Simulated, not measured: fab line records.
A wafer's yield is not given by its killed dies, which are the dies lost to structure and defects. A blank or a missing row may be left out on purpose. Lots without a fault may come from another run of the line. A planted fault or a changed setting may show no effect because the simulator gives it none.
Chamber matching	flow n5-finfet	4 sister chambers for N5_STI_FIN_REVEAL_STRIP_24 on rie-diel-01
The step strips in N2/H2, time 90 s. 8 wafers are shown with their chamber, then 7 later ones without.

WAFERS WITH THEIR CHAMBER
wafer	chamber	showerhead-plenum-p-Torr (Torr)	throttle-valve-pct (%)
L075.4	0	3.39	12.03
L076.3	2	3.27	12.27
L081.1	0	3.38	12.04
L086.2	2	3.25	12.32
L086.3	3	3.57	11.80
L086.4	1	3.49	12.26
L087.2	1	3.49	12.27
L087.4	3	3.57	11.81

WAFERS WITHOUT THEIR CHAMBER
wafer	showerhead-plenum-p-Torr (Torr)	throttle-valve-pct (%)
L087.6	3.25	12.32
L094.2	3.37	12.12
L094.5	3.56	11.86
L094.6	3.37	12.12
L097.1	3.24	12.38
L097.4	3.48	12.33
L097.5	3.36	12.14

WHICH CHAMBER EACH ONE RAN IN
wafer	from the rows above	in truth
L087.6	2	2
L094.2	0	0
L094.5	3	3
L094.6	0	0
L097.1	2	2
L097.4	1	1
L097.5	0	0
Correct placement for 7 of the 7. From these rows, 0 cannot be placed. Wrongly placed: 0.
How it was worked out, from the rows above alone: a wafer's distance from a chamber is the root of the sum, over the readings, of the square of ((its reading less the chamber's mean) divided by the reading's scatter). If the next closest chamber is less than 2 further off than the closest, the wafer can't be placed; otherwise it belongs to the closest. Each chamber's mean is taken over the wafers shown for it. The scatter: take each reading less its chamber's mean, square it, sum over the shown wafers, divide by the number of wafers less the number of chambers, and take the root.
